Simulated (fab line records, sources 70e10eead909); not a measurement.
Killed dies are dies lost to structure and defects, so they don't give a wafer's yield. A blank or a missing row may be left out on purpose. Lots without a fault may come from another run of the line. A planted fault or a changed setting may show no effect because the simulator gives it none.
Which tool did it? | flow nand_harc | 13 lots, 39 wafers sampled, at 5 steps of a route of 1159

WHAT THE GAUGES READ, wafer by wafer
NHARC_THIN_TSV_CD_MEAS_37.
lot  | measured     | on        | cd_nm (nm)
L676 | day 19 17:41 | cd_sem-02 | 5003 5002 5003
L678 | day 20 00:29 | cd_sem-02 | 5000 5000 4999
L680 | day 21 00:20 | cd_sem-01 | 5005 4999 5000
L682 | day 21 11:59 | cd_sem-03 | 5006 5000 5006
L684 | day 21 13:07 | cd_sem-03 | 5002 4997 5002
L686 | day 21 19:37 | cd_sem-03 | 5004 5003 4998
L685 | day 21 21:10 | cd_sem-03 | 4998 5000 4998
L687 | day 21 22:16 | cd_sem-01 | 4999 5001 5002
L689 | day 21 23:54 | cd_sem-01 | 5002 5001 5002
L691 | day 22 01:17 | cd_sem-03 | 5001 4996 5001
L693 | day 23 07:07 | cd_sem-03 | 4995 4998 4994
L694 | day 23 11:38 | cd_sem-03 | 5000 4999 4996
L695 | day 23 19:53 | cd_sem-03 | 5000 4999 4999

NHARC_END_SORT_01.
lot  | measured     | on        | killed_at_array | killed_at_other | killed_at_periphery | killed_dies | killed_open | killed_short
L694 | day 23 17:34 | prober-01 | 115 85 108      | 0 0 0           | 4 1 0               | 119 86 108  | 3 2 1       | 2 1 4
L695 | day 24 09:18 | prober-01 | 83 71 77        | 0 0 0           | 2 1 2               | 85 72 79    | 2 1 1       | 3 4 0

WHICH TOOL RAN EACH LOT (tool, then ch and the chambers of the sampled wafers, then the start)
lot  | NHARC_A_CONTACT_ETCH_137             | NHARC_A_BONDPAD_ETCH_34            | NHARC_THIN_TSV_DEP_47
L676 | har_cap_etch-01 ch 0,1, day 16 17:15 | rie_diel-03 ch 0,3, day 18 17:45   | pecvd-02 ch 0,1,2, day 19 11:59
L678 | har_cap_etch-01 ch 0,1, day 17 19:41 | rie_diel-03 ch 0,1, day 19 05:05   | pecvd-02 ch 0,2, day 19 18:35
L680 | har_cap_etch-01 ch 0,1, day 18 19:21 | rie_diel-03 ch 2,3, day 19 22:20   | pecvd-01 ch 0,1,2, day 20 18:54
L682 | har_cap_etch-02 ch 0,1, day 19 12:43 | rie_diel-03 ch 0,1,3, day 20 11:52 | pecvd-02 ch 0,1,2, day 21 06:27
L684 | har_cap_etch-02 ch 0,1, day 19 20:55 | rie_diel-03 ch 0,1,2, day 20 16:24 | pecvd-01 ch 0,1,2, day 21 07:50
L686 | har_cap_etch-02 ch 0,1, day 19 23:55 | rie_diel-03 ch 0,2,3, day 20 19:41 | pecvd-02 ch 0,2, day 21 13:58
L685 | har_cap_etch-03 ch 0,1, day 20 03:46 | rie_diel-03 ch 2,3, day 20 23:29   | pecvd-01 ch 0,1,2, day 21 15:38
L687 | har_cap_etch-02 ch 0,1, day 20 04:14 | rie_diel-03 ch 0,1,3, day 20 23:55 | pecvd-02 ch 0,1, day 21 16:37
L689 | har_cap_etch-03 ch 0,1, day 20 08:00 | rie_diel-03 ch 1,2,3, day 21 01:28 | pecvd-03 ch 0,1, day 21 18:17
L691 | har_cap_etch-01 ch 0,1, day 20 08:36 | rie_diel-03 ch 2,3, day 21 03:39   | pecvd-03 ch 0,1,2, day 21 19:45
L693 | har_cap_etch-01 ch 0,1, day 20 21:43 | rie_diel-03 ch 0,1,3, day 22 05:39 | pecvd-01 ch 0,2, day 23 00:06
L694 | har_cap_etch-01 ch 0,1, day 21 13:01 | rie_diel-03 ch 0,2, day 22 12:04   | pecvd-03 ch 0,1, day 23 05:23
L695 | har_cap_etch-01 ch 0,1, day 21 20:11 | rie_diel-06 ch 1,2,3, day 22 16:32 | pecvd-01 ch 0,1, day 23 14:09
- NHARC_A_CONTACT_ETCH_137: etches the open film in C4F8/O2/Ar, time 132 s, target depth 1287 nm.
- NHARC_A_BONDPAD_ETCH_34: etches the open film in N2/H2, target depth 60 nm, overetch 18 nm, time 65.91 s.
- NHARC_THIN_TSV_DEP_47: deposits SiO2, target thk 200 nm.

WHAT THE TOOLS THEMSELVES READ (means of the sampled wafers that have a number; where no wafer has one, the mark that the record gives instead)
NHARC_A_BONDPAD_ETCH_34.
lot  | tool        | bias_w (W) | drypump_motor_current_A (A) | mfc_ar_sccm (sccm) | n2_flow_sccm (sccm) | oes_product_au (a.u.) | rf_fwd_power_W (W) | rf_vpp_V (V) | showerhead_plenum_p_Torr (Torr) | throttle_valve_pct (%)
L676 | rie_diel-03 | 150.3      | 5.8                         | 0.006              | 149.6               | 0.993                 | 398.2              | 428.5        | 1.99                            | 14.161
L678 | rie_diel-03 | 150.2      | 5.2                         | 0.023              | 150.1               | 0.990                 | 398.5              | 431.2        | 2.04                            | 14.162
L680 | rie_diel-03 | 150.0      | 6.0                         | 0.021              | 150.1               | 0.998                 | 395.7              | 432.1        | 2.08                            | 14.176
L682 | rie_diel-03 | 149.9      | 5.5                         | 0.017              | 150.1               | 0.991                 | 397.3              | 430.4        | 2.05                            | 14.174
L684 | rie_diel-03 | 149.9      | 5.6                         | 0.022              | 149.4               | 1.001                 | 397.2              | 429.3        | 2.00                            | 14.160
L686 | rie_diel-03 | 149.5      | 5.9                         | 0.016              | 150.1               | 0.997                 | 395.7              | 430.2        | 2.01                            | 14.161
L685 | rie_diel-03 | 149.9      | 6.1                         | 0.026              | 149.9               | 1.001                 | 397.4              | 431.1        | 2.02                            | 14.173
L687 | rie_diel-03 | 150.2      | 5.6                         | 0.017              | 149.8               | 0.989                 | 396.0              | 431.5        | 2.05                            | 14.178
L689 | rie_diel-03 | 149.5      | 5.7                         | 0.027              | 150.3               | 0.997                 | 395.9              | 430.6        | 2.07                            | 14.157
L691 | rie_diel-03 | 150.4      | 6.1                         | 0.026              | 150.0               | 1.000                 | 397.6              | 430.2        | 2.02                            | 14.173
L693 | rie_diel-03 | 150.3      | 5.5                         | 0.017              | 149.9               | 0.998                 | 396.0              | 430.7        | 2.05                            | 14.166
L694 | rie_diel-03 | 149.7      | 6.0                         | 0.020              | 150.0               | 1.004                 | 396.6              | 427.8        | 1.95                            | 14.163
L695 | rie_diel-06 | 149.9      | 5.8                         | 0.008              | 150.1               | 1.007                 | 396.9              | 433.1        | 2.11                            | 14.169

NHARC_THIN_TSV_DEP_47.
lot  | tool     | rf_fwd_power_W (W) | throttle_valve_pct (%)
L676 | pecvd-02 | 898.6              | 15.7
L678 | pecvd-02 | 898.7              | 15.6
L680 | pecvd-01 | 898.5              | 16.1
L682 | pecvd-02 | 900.9              | 15.8
L684 | pecvd-01 | 899.6              | 16.1
L686 | pecvd-02 | 896.4              | 15.5
L685 | pecvd-01 | 897.3              | 16.1
L687 | pecvd-02 | 900.0              | 15.8
L689 | pecvd-03 | 897.9              | 15.6
L691 | pecvd-03 | 899.2              | 15.4
L693 | pecvd-01 | 895.4              | 15.8
L694 | pecvd-03 | 896.9              | 15.9
L695 | pecvd-01 | 898.9              | 16.5

THE ANSWER, worked out from the rows above alone
Rule: what is usual is taken from the lots themselves. Put in order of their means at a reading, lots are off if they are a third of the lots or fewer, leave a main group of 4 or more, and stand apart from it by a gap of 3 or more times the standard deviation of the main group's means; of several such gaps the widest counts. A main group whose means are all the same, to the digits that the tables above print for the reading, isn't used. A lot without any number at a reading at which 4 lots or more have one is off too. The other lots that the step has rows for count as sound. The gauges are gone through in route order, then the tools' own readings, and for those a lot's mean is taken as printed above. The first step at which some lot is off is used, and at that step the reading that is off furthest; a lot without a number counts as furthest.
No lot is off at any reading shown: from this, nothing can be told.

WHAT THE SIMULATOR HAD PUT IN
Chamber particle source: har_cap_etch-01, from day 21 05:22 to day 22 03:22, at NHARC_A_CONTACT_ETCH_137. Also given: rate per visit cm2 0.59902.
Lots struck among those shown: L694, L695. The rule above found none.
